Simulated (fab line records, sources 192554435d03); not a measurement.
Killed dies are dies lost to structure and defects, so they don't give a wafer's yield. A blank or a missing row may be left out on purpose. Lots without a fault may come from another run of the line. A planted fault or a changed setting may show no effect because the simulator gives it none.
Which tool did it? | flow n5_finfet | 21 lots, 63 wafers sampled, at 6 steps of a route of 1938

WHAT THE GAUGES READ, wafer by wafer
N5_BEOL_M8_CD_MEAS_35: target cd 40 nm. Usual: cd_nm 40.0 nm, standard deviation 0.53.
lot  | measured     | on        | cd_nm (nm)     | flag
L074 | day 9 09:38  | cd_sem-02 | 39.3 40.2 39.7 |
L077 | day 10 05:50 | cd_sem-03 | 39.5 40.3 40.4 |
L078 | day 10 14:48 | cd_sem-03 | 39.8 41.4 40.3 |
L079 | day 10 18:53 | cd_sem-02 | 40.2 40.5 40.7 |
L081 | day 11 07:00 | cd_sem-01 | 40.4 39.9 38.7 |
L080 | day 11 07:16 | cd_sem-01 | 40.3 40.9 40.9 |
L083 | day 11 12:50 | cd_sem-03 | 40.1 39.8 40.5 |
L082 | day 11 14:44 | cd_sem-02 | 39.7 38.6 39.2 |
L084 | day 12 08:48 | cd_sem-03 | 40.2 40.8 40.2 |
L085 | day 12 13:01 | cd_sem-01 | 39.7 40.5 40.5 |
L086 | day 12 14:53 | cd_sem-01 | 40.4 39.8 39.1 |
L087 | day 12 16:58 | cd_sem-03 | 39.9 40.7 40.1 |
L088 | day 12 20:58 | cd_sem-02 | 40.7 40.0 39.0 |
L089 | day 13 11:02 | cd_sem-02 | 39.3 39.3 40.0 |
L090 | day 13 20:11 | cd_sem-02 | 40.7 40.6 39.9 |
L093 | day 13 23:56 | cd_sem-03 | 40.0 40.1 40.1 |
L091 | day 14 00:17 | cd_sem-03 | 40.1 38.9 39.1 |
L092 | day 14 05:43 | cd_sem-01 | 40.0 40.0 39.7 |
L096 | day 15 11:25 | cd_sem-02 | 40.4 40.0 40.0 |
L094 | day 15 14:11 | cd_sem-03 | 40.5 40.0 40.3 |
L095 | day 15 20:22 | cd_sem-01 | 40.0 40.9 40.3 |

WHICH TOOL RAN EACH LOT (tool, then ch and the chambers of the sampled wafers, then the start)
lot  | N5_BEOL_M8_PECVD_70             | N5_BEOL_M8_HM_OPEN_17             | N5_BEOL_M8_ETCH_65                 | N5_BEOL_M8_STRIP_36                | N5_BEOL_M8_ETCH_41
L074 | pecvd-01 ch 0,1,2, day 9 05:48  | rie_metal-02 ch 0,1, day 9 07:08  | rie_diel-05 ch 1,2, day 9 09:06    | rie_diel-05 ch 1,2, day 9 09:17    | rie_diel-05 ch 1,2, day 9 09:38 or earlier
L077 | pecvd-01 ch 0,2, day 10 00:58   | rie_metal-03 ch 0,1, day 10 03:43 | rie_diel-05 ch 0,1,2, day 10 05:18 | rie_diel-05 ch 0,1,2, day 10 05:29 | rie_diel-05 ch 0,1,2, day 10 05:50 or earlier
L078 | pecvd-03 ch 0,1,2, day 10 11:11 | rie_metal-01 ch 0,1, day 10 13:20 | rie_diel-03 ch 0,1,3, day 10 14:16 | rie_diel-03 ch 0,1,3, day 10 14:27 | rie_diel-03 ch 0,1,3, day 10 14:48 or earlier
L079 | pecvd-03 ch 1,2, day 10 15:48   | rie_metal-01 ch 0,1, day 10 17:23 | rie_diel-03 ch 1,3, day 10 18:21   | rie_diel-03 ch 1,3, day 10 18:32   | rie_diel-03 ch 1,3, day 10 18:53 or earlier
L081 | pecvd-01 ch 1,2, day 11 01:16   | rie_metal-01 ch 0,1, day 11 03:41 | rie_diel-04 ch 0,1, day 11 06:28   | rie_diel-04 ch 0,1, day 11 06:38   | rie_diel-04 ch 0,1, day 11 07:00 or earlier
L080 | pecvd-03 ch 0,1, day 11 02:04   | rie_metal-03 ch 0,1, day 11 04:15 | rie_diel-05 ch 0,2, day 11 06:44   | rie_diel-05 ch 0,2, day 11 06:55   | rie_diel-05 ch 0,2, day 11 07:16 or earlier
L083 | pecvd-03 ch 0,1, day 11 07:53   | rie_metal-02 ch 0, day 11 09:38   | rie_diel-04 ch 0,1,2, day 11 12:17 | rie_diel-04 ch 0,1,2, day 11 12:28 | rie_diel-04 ch 0,1,2, day 11 12:50 or earlier
L082 | pecvd-01 ch 0,1,2, day 11 10:48 | rie_metal-03 ch 0,1, day 11 13:29 | rie_diel-03 ch 0,1,2, day 11 14:12 | rie_diel-03 ch 0,1,2, day 11 14:23 | rie_diel-03 ch 0,1,2, day 11 14:44 or earlier
L084 | pecvd-03 ch 0,2, day 12 02:49   | rie_metal-03 ch 1, day 12 06:00   | rie_diel-05 ch 0,2, day 12 08:16   | rie_diel-05 ch 0,2, day 12 08:27   | rie_diel-05 ch 0,2, day 12 08:48 or earlier
L085 | pecvd-01 ch 0,2, day 12 08:47   | rie_metal-03 ch 0,1, day 12 09:58 | rie_diel-04 ch 0,1,2, day 12 12:28 | rie_diel-04 ch 0,1,2, day 12 12:39 | rie_diel-04 ch 0,1,2, day 12 13:01 or earlier
L086 | pecvd-02 ch 0,1,2, day 12 10:00 | rie_metal-03 ch 0,1, day 12 13:16 | rie_diel-03 ch 1,2,3, day 12 14:21 | rie_diel-03 ch 1,2,3, day 12 14:32 | rie_diel-03 ch 1,2,3, day 12 14:53 or earlier
L087 | pecvd-02 ch 0,1, day 12 13:47   | rie_metal-03 ch 0,1, day 12 15:11 | rie_diel-04 ch 0,3, day 12 16:26   | rie_diel-04 ch 0,3, day 12 16:37   | rie_diel-04 ch 0,3, day 12 16:58 or earlier
L088 | pecvd-01 ch 0,1, day 12 15:40   | rie_metal-02 ch 0,1, day 12 17:50 | rie_diel-03 ch 0,3, day 12 20:25   | rie_diel-03 ch 0,3, day 12 20:36   | rie_diel-03 ch 0,3, day 12 20:58 or earlier
L089 | pecvd-01 ch 1,2, day 13 06:31   | rie_metal-03 ch 0,1, day 13 08:52 | rie_diel-05 ch 0,1, day 13 10:31   | rie_diel-05 ch 0,1, day 13 10:41   | rie_diel-05 ch 0,1, day 13 11:02 or earlier
L090 | pecvd-01 ch 0,2, day 13 16:29   | rie_metal-03 ch 0,1, day 13 18:13 | rie_diel-05 ch 0,3, day 13 19:39   | rie_diel-05 ch 0,3, day 13 19:50   | rie_diel-05 ch 0,3, day 13 20:11 or earlier
L093 | pecvd-02 ch 1,2, day 13 18:06   | rie_metal-03 ch 0,1, day 13 21:00 | rie_diel-04 ch 1,3, day 13 23:24   | rie_diel-04 ch 1,3, day 13 23:35   | rie_diel-04 ch 1,3, day 13 23:56 or earlier
L091 | pecvd-03 ch 1,2, day 13 18:25   | rie_metal-01 ch 1, day 13 21:11   | rie_diel-05 ch 3, day 13 23:34     | rie_diel-05 ch 3, day 13 23:50     | rie_diel-05 ch 3, day 14 00:17 or earlier
L092 | pecvd-01 ch 0,1, day 14 00:54   | rie_metal-03 ch 0,1, day 14 03:34 | rie_diel-03 ch 0,2,3, day 14 05:11 | rie_diel-03 ch 0,2,3, day 14 05:22 | rie_diel-03 ch 0,2,3, day 14 05:43 or earlier
L096 | pecvd-01 ch 0,1, day 15 08:20   | rie_metal-01 ch 0,1, day 15 09:52 | rie_diel-05 ch 0,1,2, day 15 10:53 | rie_diel-05 ch 0,1,2, day 15 11:04 | rie_diel-05 ch 0,1,2, day 15 11:25 or earlier
L094 | pecvd-03 ch 0,2, day 15 11:12   | rie_metal-02 ch 0,1, day 15 12:17 | rie_diel-04 ch 0,2,3, day 15 13:37 | rie_diel-04 ch 0,2,3, day 15 13:48 | rie_diel-04 ch 0,2,3, day 15 14:11 or earlier
L095 | pecvd-02 ch 0,1,2, day 15 15:36 | rie_metal-02 ch 1, day 15 16:40   | rie_diel-03 ch 0,2,3, day 15 19:49 | rie_diel-03 ch 0,2,3, day 15 20:01 | rie_diel-03 ch 0,2,3, day 15 20:22 or earlier
- N5_BEOL_M8_PECVD_70: deposits SiO2 from TEOS/O2, target thk 20 nm, time 22.7 s.
- N5_BEOL_M8_HM_OPEN_17: chemistry Cl2/BCl3, target TiN, target depth 20 nm, overetch 6 nm.
- N5_BEOL_M8_ETCH_65: etches SiARC in CF4, target depth 15.6 nm, time 26 s.
- N5_BEOL_M8_STRIP_36: strips in N2/H2.
- N5_BEOL_M8_ETCH_41: etches SiCN in CH3F/O2, target depth 31.9 nm, time 57.8 s.

WHAT THE TOOLS THEMSELVES READ (means of the sampled wafers that have a number; where no wafer has one, the mark that the record gives instead)
N5_BEOL_M8_PECVD_70. Usual: heater_power_w 713 W, standard deviation 79; showerhead_plenum_p_Torr 8.79 Torr, standard deviation 0.049; throttle_valve_pct 22.1 %, standard deviation 1.2.
lot  | tool     | heater_power_w (W) | showerhead_plenum_p_Torr (Torr) | throttle_valve_pct (%) | flag
L074 | pecvd-01 | 742                | 8.83                            | 21.7                   |
L077 | pecvd-01 | 702                | 8.83                            | 20.9                   |
L078 | pecvd-03 | 681                | 8.79                            | 22.7                   |
L079 | pecvd-03 | 625                | 8.74                            | 22.9                   |
L081 | pecvd-01 | 808                | 8.82                            | 22.3                   |
L080 | pecvd-03 | 704                | 8.79                            | 24.0                   |
L083 | pecvd-03 | 667                | 8.79                            | 23.8                   |
L082 | pecvd-01 | 720                | 8.83                            | 21.6                   |
L084 | pecvd-03 | 743                | 8.81                            | 21.8                   |
L085 | pecvd-01 | 731                | 8.83                            | 21.0                   |
L086 | pecvd-02 | 743                | 8.73                            | 22.1                   |
L087 | pecvd-02 | 688                | 8.76                            | 22.2                   |
L088 | pecvd-01 | 698                | 8.84                            | 21.9                   |
L089 | pecvd-01 | 730                | 8.82                            | 22.2                   |
L090 | pecvd-01 | 849                | 8.82                            | 21.6                   |
L093 | pecvd-02 | 724                | 8.76                            | 21.9                   |
L091 | pecvd-03 | 675                | 8.74                            | 23.0                   |
L092 | pecvd-01 | 601                | 8.84                            | 21.7                   |
L096 | pecvd-01 | 673                | 8.83                            | 21.8                   |
L094 | pecvd-03 | 727                | 8.80                            | 22.1                   |
L095 | pecvd-02 | 708                | 8.73                            | 22.1                   |

N5_BEOL_M8_HM_OPEN_17. Usual: bias_w 126.0 W, standard deviation 0.36; drypump_motor_current_A 5.4 A, standard deviation 0.35; oes_ar_750_au 0.82 a.u., standard deviation 0.076; oes_product_au 0.69 a.u., standard deviation 0.072; throttle_valve_pct 22.2 %, standard deviation 0.36.
lot  | tool         | bias_w (W) | drypump_motor_current_A (A) | oes_ar_750_au (a.u.) | oes_product_au (a.u.) | throttle_valve_pct (%) | flag
L074 | rie_metal-02 | 126.6      | 6.1                         | 0.70                 | 0.60                  | 22.2                   |
L077 | rie_metal-03 | 126.1      | 5.5                         | 0.86                 | 0.71                  | 22.5                   |
L078 | rie_metal-01 | 125.7      | 5.1                         | 0.86                 | 0.76                  | 22.0                   |
L079 | rie_metal-01 | 126.3      | 5.0                         | 0.81                 | 0.70                  | 21.9                   |
L081 | rie_metal-01 | 125.7      | 5.1                         | 0.81                 | 0.69                  | 21.8                   |
L080 | rie_metal-03 | 126.1      | 5.4                         | 0.81                 | 0.67                  | 22.4                   |
L083 | rie_metal-02 | 125.7      | 6.0                         | 0.88                 | 0.75                  | 21.6                   |
L082 | rie_metal-03 | 126.2      | 5.4                         | 0.80                 | 0.66                  | 22.4                   |
L084 | rie_metal-03 | 126.0      | 5.3                         | 0.76                 | 0.62                  | 22.3                   |
L085 | rie_metal-03 | 125.8      | 5.4                         | 0.80                 | 0.66                  | 22.4                   |
L086 | rie_metal-03 | 126.1      | 5.4                         | 0.80                 | 0.66                  | 22.4                   |
L087 | rie_metal-03 | 126.0      | 5.5                         | 0.84                 | 0.70                  | 22.5                   |
L088 | rie_metal-02 | 126.1      | 6.0                         | 0.89                 | 0.76                  | 21.8                   |
L089 | rie_metal-03 | 126.1      | 5.5                         | 0.83                 | 0.70                  | 22.5                   |
L090 | rie_metal-03 | 126.1      | 5.4                         | 0.79                 | 0.65                  | 22.5                   |
L093 | rie_metal-03 | 125.6      | 5.5                         | 0.83                 | 0.68                  | 22.5                   |
L091 | rie_metal-01 | 125.5      | 5.1                         | 0.85                 | 0.76                  | 22.3                   |
L092 | rie_metal-03 | 125.8      | 5.4                         | 0.78                 | 0.65                  | 22.4                   |
L096 | rie_metal-01 | 126.2      | 5.1                         | 0.81                 | 0.71                  | 22.1                   |
L094 | rie_metal-02 | 126.1      | 6.0                         | 0.85                 | 0.73                  | 21.9                   |
L095 | rie_metal-02 | 125.5      | 6.1                         | 0.89                 | 0.76                  | 22.3                   |

N5_BEOL_M8_ETCH_65. Usual: bias_w 35.98 W, standard deviation 0.1; drypump_motor_current_A 5.8 A, standard deviation 0.43; etch_rf_on_time_s 25.9 s, standard deviation 0.55; oes_product_au 0.70 a.u., standard deviation 0.081; rf_vpp_V 184.4 V, standard deviation 1.3; showerhead_plenum_p_Torr 2.16 Torr, standard deviation 0.078; throttle_valve_pct 15.53 %, standard deviation 0.22.
lot  | tool        | bias_w (W) | drypump_motor_current_A (A) | etch_rf_on_time_s (s) | oes_product_au (a.u.) | rf_vpp_V (V) | showerhead_plenum_p_Torr (Torr) | throttle_valve_pct (%) | flag
L074 | rie_diel-05 | 36.02      | 5.3                         | 26.2                  | 0.70                  | 184.8        | 2.20                            | 15.37                  |
L077 | rie_diel-05 | 35.96      | 5.8                         | 26.2                  | 0.68                  | 184.8        | 2.19                            | 15.55                  |
L078 | rie_diel-03 | 35.98      | 5.7                         | 25.8                  | 0.69                  | 184.5        | 2.15                            | 15.52                  |
L079 | rie_diel-03 | 36.09      | 5.6                         | 25.7                  | 0.75                  | 184.8        | 2.12                            | 15.58                  |
L081 | rie_diel-04 | 35.84      | 6.3                         | 25.3                  | 0.78                  | 183.9        | 2.19                            | 15.68                  |
L080 | rie_diel-05 | 36.03      | 6.1                         | 25.9                  | 0.70                  | 185.4        | 2.26                            | 15.60                  |
L083 | rie_diel-04 | 35.95      | 6.0                         | 25.5                  | 0.71                  | 183.6        | 2.14                            | 15.65                  |
L082 | rie_diel-03 | 36.06      | 5.8                         | 26.4                  | 0.70                  | 184.7        | 2.21                            | 15.41                  |
L084 | rie_diel-05 | 36.01      | 6.1                         | 26.2                  | 0.68                  | 185.6        | 2.25                            | 15.60                  |
L085 | rie_diel-04 | 36.04      | 6.0                         | 25.7                  | 0.70                  | 183.8        | 2.13                            | 15.65                  |
L086 | rie_diel-03 | 36.07      | 5.7                         | 25.8                  | 0.74                  | 184.7        | 2.17                            | 15.50                  |
L087 | rie_diel-04 | 35.99      | 6.1                         | 25.2                  | 0.78                  | 184.6        | 2.18                            | 15.68                  |
L088 | rie_diel-03 | 35.96      | 5.6                         | 26.0                  | 0.77                  | 183.3        | 2.13                            | 15.41                  |
L089 | rie_diel-05 | 36.04      | 6.3                         | 26.5                  | 0.62                  | 184.1        | 2.17                            | 15.75                  |
L090 | rie_diel-05 | 35.87      | 6.0                         | 25.3                  | 0.79                  | 184.2        | 2.15                            | 15.42                  |
L093 | rie_diel-04 | 35.96      | 5.8                         | 25.2                  | 0.73                  | 185.1        | 2.16                            | 15.43                  |
L091 | rie_diel-05 | 35.81      | 5.7                         | 25.2                  | 0.85                  | 183.3        | 2.10                            | 15.24                  |
L092 | rie_diel-03 | 35.90      | 5.7                         | 26.2                  | 0.75                  | 185.1        | 2.19                            | 15.32                  |
L096 | rie_diel-05 | 36.03      | 5.8                         | 26.4                  | 0.71                  | 185.1        | 2.26                            | 15.47                  |
L094 | rie_diel-04 | 36.03      | 5.8                         | 25.6                  | 0.69                  | 184.2        | 2.13                            | 15.70                  |
L095 | rie_diel-03 | 35.85      | 5.7                         | 25.9                  | 0.74                  | 184.1        | 2.18                            | 15.34                  |

N5_BEOL_M8_STRIP_36. Usual: drypump_motor_current_A 5.8 A, standard deviation 0.43; n2_flow_sccm 200.0 sccm, standard deviation 0.58; oes_product_au 0.82 a.u., standard deviation 0.092; rf_vpp_V 59.4 V, standard deviation 1.4; showerhead_plenum_p_Torr 2.56 Torr, standard deviation 0.097; throttle_valve_pct 23.6 %, standard deviation 0.33.
lot  | tool        | drypump_motor_current_A (A) | n2_flow_sccm (sccm) | oes_product_au (a.u.) | rf_vpp_V (V) | showerhead_plenum_p_Torr (Torr) | throttle_valve_pct (%) | flag
L074 | rie_diel-05 | 5.3                         | 200.2               | 0.83                  | 60.2         | 2.62                            | 23.5                   |
L077 | rie_diel-05 | 5.8                         | 200.4               | 0.79                  | 59.4         | 2.59                            | 23.6                   |
L078 | rie_diel-03 | 5.7                         | 199.5               | 0.80                  | 60.1         | 2.55                            | 23.5                   |
L079 | rie_diel-03 | 5.6                         | 199.6               | 0.86                  | 58.6         | 2.50                            | 23.6                   |
L081 | rie_diel-04 | 6.3                         | 200.6               | 0.90                  | 58.4         | 2.58                            | 23.9                   |
L080 | rie_diel-05 | 6.1                         | 200.3               | 0.82                  | 60.6         | 2.68                            | 23.7                   |
L083 | rie_diel-04 | 6.0                         | 200.9               | 0.83                  | 59.5         | 2.52                            | 23.8                   |
L082 | rie_diel-03 | 5.8                         | 200.1               | 0.82                  | 59.2         | 2.63                            | 23.3                   |
L084 | rie_diel-05 | 6.1                         | 200.0               | 0.81                  | 59.7         | 2.68                            | 23.8                   |
L085 | rie_diel-04 | 6.0                         | 200.1               | 0.81                  | 59.6         | 2.52                            | 23.8                   |
L086 | rie_diel-03 | 5.7                         | 199.4               | 0.87                  | 60.3         | 2.58                            | 23.5                   |
L087 | rie_diel-04 | 6.2                         | 200.0               | 0.91                  | 59.1         | 2.58                            | 23.9                   |
L088 | rie_diel-03 | 5.6                         | 200.2               | 0.89                  | 58.7         | 2.50                            | 23.2                   |
L089 | rie_diel-05 | 6.3                         | 199.4               | 0.73                  | 58.8         | 2.57                            | 23.8                   |
L090 | rie_diel-05 | 6.0                         | 200.0               | 0.92                  | 61.1         | 2.55                            | 23.4                   |
L093 | rie_diel-04 | 5.8                         | 200.1               | 0.84                  | 60.4         | 2.57                            | 23.5                   |
L091 | rie_diel-05 | 5.7                         | 200.2               | 0.97                  | 58.5         | 2.49                            | 23.2                   |
L092 | rie_diel-03 | 5.7                         | 200.1               | 0.89                  | 59.6         | 2.57                            | 23.1                   |
L096 | rie_diel-05 | 5.8                         | 200.0               | 0.84                  | 60.3         | 2.69                            | 23.6                   |
L094 | rie_diel-04 | 5.8                         | 200.3               | 0.80                  | 60.7         | 2.51                            | 23.8                   |
L095 | rie_diel-03 | 5.7                         | 199.8               | 0.87                  | 59.8         | 2.57                            | 23.1                   |

N5_BEOL_M8_ETCH_41. Usual: bias_w 75.00 W, standard deviation 0.2; drypump_motor_current_A 5.8 A, standard deviation 0.43; oes_product_au 0.82 a.u., standard deviation 0.093; rf_vpp_V 297.7 V, standard deviation 1.6; showerhead_plenum_p_Torr 2.02 Torr, standard deviation 0.075; throttle_valve_pct 16.22 %, standard deviation 0.21.
lot  | tool        | bias_w (W) | drypump_motor_current_A (A) | oes_product_au (a.u.) | rf_vpp_V (V) | showerhead_plenum_p_Torr (Torr) | throttle_valve_pct (%) | flag
L074 | rie_diel-05 | 75.10      | 5.3                         | 0.83                  | 298.1        | 2.06                            | 16.08                  |
L077 | rie_diel-05 | 74.87      | 5.8                         | 0.79                  | 298.1        | 2.04                            | 16.22                  |
L078 | rie_diel-03 | 75.01      | 5.7                         | 0.80                  | 297.1        | 2.01                            | 16.21                  |
L079 | rie_diel-03 | 74.98      | 5.6                         | 0.87                  | 296.7        | 1.98                            | 16.26                  |
L081 | rie_diel-04 | 74.83      | 6.3                         | 0.91                  | 298.4        | 2.05                            | 16.42                  |
L080 | rie_diel-05 | 75.10      | 6.1                         | 0.81                  | 299.1        | 2.10                            | 16.25                  |
L083 | rie_diel-04 | 75.05      | 6.0                         | 0.82                  | 297.1        | 1.99                            | 16.35                  |
L082 | rie_diel-03 | 75.01      | 5.8                         | 0.82                  | 298.9        | 2.07                            | 16.10                  |
L084 | rie_diel-05 | 74.95      | 6.1                         | 0.80                  | 298.5        | 2.10                            | 16.26                  |
L085 | rie_diel-04 | 75.03      | 6.0                         | 0.81                  | 297.4        | 1.99                            | 16.36                  |
L086 | rie_diel-03 | 75.06      | 5.7                         | 0.86                  | 298.1        | 2.03                            | 16.19                  |
L087 | rie_diel-04 | 75.14      | 6.2                         | 0.90                  | 298.7        | 2.04                            | 16.42                  |
L088 | rie_diel-03 | 75.02      | 5.6                         | 0.91                  | 296.2        | 1.98                            | 16.10                  |
L089 | rie_diel-05 | 75.00      | 6.3                         | 0.73                  | 297.3        | 2.01                            | 16.41                  |
L090 | rie_diel-05 | 75.23      | 6.0                         | 0.92                  | 297.7        | 2.00                            | 16.09                  |
L093 | rie_diel-04 | 75.03      | 5.8                         | 0.85                  | 298.2        | 2.02                            | 16.16                  |
L091 | rie_diel-05 | 74.74      | 5.7                         | 0.99                  | 297.6        | 1.96                            | 15.92                  |
L092 | rie_diel-03 | 75.12      | 5.7                         | 0.89                  | 298.1        | 2.04                            | 16.00                  |
L096 | rie_diel-05 | 74.85      | 5.8                         | 0.84                  | 299.4        | 2.11                            | 16.16                  |
L094 | rie_diel-04 | 74.93      | 5.9                         | 0.81                  | 296.9        | 1.99                            | 16.41                  |
L095 | rie_diel-03 | 74.91      | 5.7                         | 0.87                  | 297.1        | 2.04                            | 16.03                  |

THE ANSWER, worked out from the rows above alone
Rule: a lot is off if the mean of its wafers that have a number lies more than 3 standard deviations from the usual mean. A lot without any number at a reading at which 4 lots or more have one is off too. The other lots that the step has rows for count as sound. The gauges are gone through in route order, then the tools' own readings, and for those a lot's mean is taken as printed above. The first step at which some lot is off is used, and at that step the reading that is off furthest; a lot without a number counts as furthest.
No lot is off at any reading shown: from this, nothing can be told.

WHAT THE SIMULATOR HAD PUT IN
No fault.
